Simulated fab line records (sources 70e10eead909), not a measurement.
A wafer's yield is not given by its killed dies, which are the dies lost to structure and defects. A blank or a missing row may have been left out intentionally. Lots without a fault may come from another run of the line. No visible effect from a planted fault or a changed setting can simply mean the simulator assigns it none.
Which of the tools did it?    flow nand-harc    24 lots with 72 wafers sampled at 5 steps, on a route of 1159 steps

== WHAT THE GAUGES SHOWED, per wafer ==
NHARC_A_M0_INSPECT_11.
lot   measured      on                 raw-defect-count
L074  day 18 00:44  defect-inspect-01  40 28 31
L075  day 18 03:28  defect-inspect-02  28 22 21
L077  day 18 06:01  defect-inspect-02  33 37 32
L076  day 18 07:08  defect-inspect-02  9 14 9
L079  day 19 01:16  defect-inspect-01  39 36 27
L078  day 19 04:44  defect-inspect-01  23 27 19
L080  day 19 06:02  defect-inspect-01  22 26 26
L081  day 19 08:47  defect-inspect-01  38 42 44
L082  day 20 04:14  defect-inspect-01  40 39 35
L084  day 20 04:41  defect-inspect-02  21 28 33
L085  day 20 19:25  defect-inspect-02  38 38 41
L083  day 20 22:58  defect-inspect-02  51 40 36
L086  day 21 14:37  defect-inspect-02  17 15 20
L087  day 21 14:49  defect-inspect-01  56 47 52
L092  day 22 06:32  defect-inspect-01  20 11 16
L090  day 22 06:59  defect-inspect-02  47 36 43
L089  day 22 07:16  defect-inspect-01  39 39 30
L091  day 22 09:14  defect-inspect-01  48 46 57
L088  day 22 09:23  defect-inspect-01  38 37 37
L094  day 22 16:43  defect-inspect-01  24 15 24
L093  day 22 17:27  defect-inspect-02  73 63 61
L095  day 22 20:50  defect-inspect-01  66 53 59
L097  day 23 03:18  defect-inspect-02  16 19 12
L096  day 23 07:19  defect-inspect-02  48 39 52

NHARC_HYBRID_BOND_OVL_MEAS_05.
lot   measured      on          overlay-x-nm (nm)  overlay-y-nm (nm)
L074  day 19 01:04  overlay-02  45 42 -16          46 -38 -17
L075  day 19 01:04  overlay-01  16 7 -21           0 -61 27
L077  day 19 01:05  overlay-02  -33 19 41          87 5 36
L076  day 19 05:25  overlay-01  12 73 -7           -38 13 7
L079  day 19 23:47  overlay-01  -66 18 32          41 44 -37
L078  day 19 23:47  overlay-02  -12 7 -17          -33 3 -10
L080  day 19 23:48  overlay-02  62 6 64            32 -17 -4
L081  day 20 05:57  overlay-01  -26 31 8           89 17 -59
L082  day 21 04:40  overlay-01  -14 -54 -34        -60 32 21
L084  day 21 04:40  overlay-02  -28 -33 7          31 27 -52
L085  day 21 17:02  overlay-01  -8 -5 -13          17 18 13
L083  day 21 17:02  overlay-02  58 -9 -5           25 -1 12
L086  day 22 14:04  overlay-02  12 -59 -13         63 -3 -27
L087  day 22 14:04  overlay-01  -17 -12 42         30 -12 27
L092  day 23 03:48  overlay-02  -9 -51 -14         -3 2 -3
L090  day 23 03:49  overlay-01  -20 -84 -51        6 -39 -8
L089  day 23 03:49  overlay-02  29 -11 -13         -73 38 44
L091  day 23 08:09  overlay-01  40 -10 -30         -17 66 -33
L088  day 23 08:10  overlay-02  -7 -25 -23         34 -26 0
L094  day 23 13:51  overlay-01  -39 44 1           -46 -13 15
L093  day 23 13:51  overlay-02  34 33 35           5 18 20
L095  day 23 20:45  overlay-02  7 24 71            12 13 22
L097  day 24 00:52  overlay-02  3 -13 45           4 -23 -15
L096  day 24 06:44  overlay-01  60 17 34           50 -38 15

== WHAT TOOL EACH LOT RAN ON (gives the tool, then ch and the chambers of the sampled wafers, and finally the start) ==
lot   NHARC_A_M0_DESCUM_14                NHARC_A_M1_ETCH_35                  NHARC_A_BONDPAD_DEP_00
L074  rie-diel-04 ch 1,3, day 18 00:48    rie-diel-05 ch 1,2,3, day 18 05:05  pecvd-03 ch 1, day 18 08:35
L075  rie-diel-02 ch 0,3, day 18 03:32    rie-diel-05 ch 1,2, day 18 08:42    pecvd-02 ch 0,2, day 18 12:02
L077  rie-diel-02 ch 1,2, day 18 06:04    rie-diel-11 ch 1,3, day 18 10:12    pecvd-02 ch 1,2, day 18 14:06
L076  rie-diel-04 ch 1,2,3, day 18 07:13  rie-diel-11 ch 0,1,2, day 18 11:26  pecvd-04 ch 0,2, day 18 14:54
L079  rie-diel-13 ch 0,1,3, day 19 01:20  rie-diel-11 ch 1,2,3, day 19 05:25  pecvd-03 ch 1,2, day 19 23:47 or earlier
L078  rie-diel-02 ch 0,1,2, day 19 04:48  rie-diel-05 ch 0,1, day 19 09:10    pecvd-03 ch 0,2, day 19 12:34
L080  rie-diel-04 ch 1,3, day 19 06:05    rie-diel-12 ch 0,1,2, day 19 10:17  pecvd-04 ch 1,2, day 19 13:31
L081  rie-diel-02 ch 0,3, day 19 08:51    rie-diel-12 ch 0,1,2, day 19 12:53  pecvd-04 ch 1,2, day 19 16:07
L082  rie-diel-02 ch 0,2, day 20 04:19    rie-diel-12 ch 0,1,3, day 20 08:37  pecvd-04 ch 0,1,2, day 20 11:57
L084  rie-diel-02 ch 0,2, day 20 04:45    rie-diel-12 ch 0,2,3, day 20 09:03  pecvd-03 ch 0,2, day 20 12:24
L085  rie-diel-02 ch 0,1,2, day 20 19:29  rie-diel-11 ch 0,1,3, day 20 23:48  pecvd-02 ch 0,2, day 21 03:08
L083  rie-diel-13 ch 1,2, day 20 23:02    rie-diel-11 ch 1,3, day 21 03:13    pecvd-04 ch 1,2, day 21 17:02 or earlier
L086  rie-diel-02 ch 0,2,3, day 21 14:41  rie-diel-11 ch 1,2, day 21 18:42    pecvd-02 ch 0,1,2, day 21 21:54
L087  rie-diel-04 ch 1,2,3, day 21 14:53  rie-diel-12 ch 0,2,3, day 21 19:00  pecvd-03 ch 0,2, day 21 22:11
L092  rie-diel-04 ch 0,1,2, day 22 06:35  rie-diel-11 ch 1,2,3, day 22 10:37  pecvd-03 ch 0,1, day 22 13:50
L090  rie-diel-04 ch 0,2,3, day 22 07:09  rie-diel-05 ch 0,3, day 22 11:17    pecvd-03 ch 1,2, day 22 14:43
L089  rie-diel-13 ch 0,2, day 22 07:20    rie-diel-11 ch 1,2,3, day 22 11:26  pecvd-03 ch 0,1, day 23 03:49 or earlier
L091  rie-diel-04 ch 0,2,3, day 22 09:19  rie-diel-05 ch 0,1,2, day 22 13:28  pecvd-04 ch 0,1, day 23 08:09 or earlier
L088  rie-diel-04 ch 0,2, day 22 09:26    rie-diel-11 ch 1,2,3, day 22 13:44  pecvd-03 ch 0,1,2, day 23 08:10 or earlier
L094  rie-diel-02 ch 0,2,3, day 22 16:47  rie-diel-12 ch 0,1,2, day 22 20:52  pecvd-04 ch 0,1,2, day 23 00:05
L093  rie-diel-04 ch 0,1,2, day 22 17:32  rie-diel-12 ch 0,1,2, day 22 21:53  pecvd-02 ch 0,1,2, day 23 01:10
L095  rie-diel-02 ch 0,1,2, day 22 20:55  rie-diel-05 ch 0,1,3, day 23 01:14  pecvd-04 ch 1,2, day 23 04:50
L097  rie-diel-13 ch 1,2,3, day 23 03:22  rie-diel-11 ch 1,2,3, day 23 07:26  pecvd-03 ch 0,1, day 24 00:52 or earlier
L096  rie-diel-13 ch 0,1, day 23 07:23    rie-diel-05 ch 0,1, day 23 11:26    pecvd-02 ch 0,1,2, day 23 14:38
- NHARC_A_M0_DESCUM_14: chemistry O2, time 3 s.
- NHARC_A_M1_ETCH_35: etches the open film in N2/H2, target depth 40 nm, overetch 12 nm, time 43.94 s.
- NHARC_A_BONDPAD_DEP_00: deposits SiCN, target thk 250 nm.

== AS READ BY THE TOOLS THEMSELVES (means over the sampled wafers that have a number; for cases with no such wafer, the mark the record gives instead) ==
NHARC_A_M0_DESCUM_14.
lot   tool         chamber-pressure-mTorr (mTorr)  drypump-motor-current-A (A)  o2-flow-sccm (sccm)  oes-product-au (a.u.)  rf-vpp-V (V)  showerhead-plenum-p-Torr (Torr)  throttle-valve-pct (%)
L074  rie-diel-04  59.93                           5.4                          199.3                0.991                  58.6          2.03                             11.318
L075  rie-diel-02  60.02                           5.3                          200.5                0.997                  59.1          1.97                             11.314
L077  rie-diel-02  60.01                           5.6                          199.7                0.996                  57.9          1.99                             11.312
L076  rie-diel-04  60.03                           5.6                          199.7                0.998                  57.4          1.97                             11.313
L079  rie-diel-13  60.04                           5.9                          199.7                1.001                  57.9          1.91                             11.306
L078  rie-diel-02  60.02                           5.6                          200.2                1.004                  57.4          1.97                             11.312
L080  rie-diel-04  60.02                           5.4                          199.8                1.003                  57.4          2.03                             11.317
L081  rie-diel-02  60.01                           5.3                          199.2                0.998                  57.6          1.97                             11.312
L082  rie-diel-02  60.01                           5.5                          199.2                0.998                  58.6          1.97                             11.312
L084  rie-diel-02  60.04                           5.5                          199.9                1.011                  57.7          1.97                             11.319
L085  rie-diel-02  60.00                           5.6                          200.5                1.008                  58.3          1.97                             11.316
L083  rie-diel-13  59.99                           6.0                          200.1                0.998                  57.8          1.85                             11.318
L086  rie-diel-02  60.04                           5.3                          200.3                1.004                  58.2          1.99                             11.304
L087  rie-diel-04  59.94                           5.7                          200.4                1.005                  58.4          1.96                             11.308
L092  rie-diel-04  59.97                           5.9                          199.9                1.003                  57.1          1.95                             11.315
L090  rie-diel-04  60.02                           5.8                          199.9                0.996                  57.8          1.94                             11.316
L089  rie-diel-13  59.99                           6.0                          200.5                1.015                  57.4          1.78                             11.311
L091  rie-diel-04  59.99                           5.8                          199.6                0.998                  57.4          1.94                             11.303
L088  rie-diel-04  59.98                           6.1                          200.0                1.003                  58.1          1.88                             11.318
L094  rie-diel-02  60.04                           5.3                          199.8                1.002                  58.2          1.99                             11.311
L093  rie-diel-04  59.98                           5.9                          200.7                1.007                  58.0          1.95                             11.304
L095  rie-diel-02  59.99                           5.6                          200.0                1.004                  58.5          1.97                             11.307
L097  rie-diel-13  59.94                           5.9                          199.9                1.014                  57.6          1.90                             11.311
L096  rie-diel-13  59.98                           5.9                          199.8                1.000                  57.6          1.85                             11.315

NHARC_A_M1_ETCH_35.
lot   tool         chamber-pressure-mTorr (mTorr)  drypump-motor-current-A (A)  oes-product-au (a.u.)  rf-vpp-V (V)  showerhead-plenum-p-Torr (Torr)  throttle-valve-pct (%)
L074  rie-diel-05  30.005                          5.8                          0.990                  429.1         1.99                             14.167
L075  rie-diel-05  29.999                          6.3                          0.983                  430.2         2.03                             14.180
L077  rie-diel-11  29.988                          5.5                          1.003                  429.0         1.96                             14.170
L076  rie-diel-11  30.012                          5.8                          1.018                  428.9         1.98                             14.168
L079  rie-diel-11  29.990                          5.9                          1.005                  428.3         1.98                             14.170
L078  rie-diel-05  30.014                          6.4                          0.997                  430.2         2.02                             14.182
L080  rie-diel-12  30.022                          5.5                          1.017                  430.9         2.07                             14.161
L081  rie-diel-12  30.024                          5.6                          1.011                  431.0         2.07                             14.177
L082  rie-diel-12  30.025                          5.6                          1.017                  433.1         2.13                             14.168
L084  rie-diel-12  29.997                          5.4                          1.013                  430.8         2.04                             14.167
L085  rie-diel-11  29.983                          5.6                          1.000                  429.5         1.98                             14.171
L083  rie-diel-11  29.999                          5.6                          1.006                  429.2         1.98                             14.162
L086  rie-diel-11  29.989                          6.1                          1.009                  428.4         1.98                             14.167
L087  rie-diel-12  29.987                          5.4                          1.010                  431.2         2.04                             14.175
L092  rie-diel-11  29.990                          5.9                          1.000                  428.2         1.98                             14.167
L090  rie-diel-05  30.029                          5.6                          0.998                  428.2         1.95                             14.167
L089  rie-diel-11  30.009                          5.9                          0.996                  429.4         1.98                             14.179
L091  rie-diel-05  30.026                          6.2                          0.994                  429.4         2.02                             14.170
L088  rie-diel-11  30.013                          5.9                          0.993                  428.5         1.98                             14.164
L094  rie-diel-12  29.982                          5.6                          1.013                  431.2         2.07                             14.164
L093  rie-diel-12  30.004                          5.5                          1.007                  431.5         2.07                             14.171
L095  rie-diel-05  30.016                          6.1                          0.988                  429.1         1.99                             14.174
L097  rie-diel-11  30.026                          5.9                          1.002                  428.8         1.98                             14.169
L096  rie-diel-05  29.997                          6.5                          1.001                  429.6         2.02                             14.176

NHARC_A_BONDPAD_DEP_00.
lot   tool      heater-power-w (W)  susceptor-temp-C (C)
L074  pecvd-03  550                 369.75
L075  pecvd-02  574                 370.01
L077  pecvd-02  545                 370.07
L076  pecvd-04  568                 370.04
L079  pecvd-03  601                 370.03
L078  pecvd-03  597                 370.21
L080  pecvd-04  559                 369.99
L081  pecvd-04  590                 369.84
L082  pecvd-04  588                 370.15
L084  pecvd-03  636                 370.08
L085  pecvd-02  530                 370.00
L083  pecvd-04  594                 369.97
L086  pecvd-02  569                 369.95
L087  pecvd-03  581                 370.34
L092  pecvd-03  577                 370.00
L090  pecvd-03  623                 370.00
L089  pecvd-03  560                 369.95
L091  pecvd-04  695                 369.91
L088  pecvd-03  605                 370.17
L094  pecvd-04  622                 369.87
L093  pecvd-02  598                 369.83
L095  pecvd-04  565                 370.30
L097  pecvd-03  599                 369.83
L096  pecvd-02  568                 370.01

== THE ANSWER, worked out from the rows above alone ==
Rule: usual is defined by the lots themselves. The widest of any qualifying gaps counts: lots, ordered by their means at a reading, are off when they make up no more than a third of the lots, leave a main group of 4 or more, and stand apart from it by 3 or more times the standard deviation of that group's means. A main group whose means are all the same, to the digits that the tables above print for the reading, isn't used. Also off: a lot with no number at a reading for which 4 or more lots have one. Any other lot the step has rows for is counted as sound. First the gauges in route order, then the tools' own readings, where a lot's mean is used as printed above. The first step at which some lot is off is used, and at that step the reading that is off furthest; a lot without a number counts as furthest.
Nothing can be told from this: no lot is off at any reading shown.

== WHAT THE SIMULATOR HAD PUT IN ==
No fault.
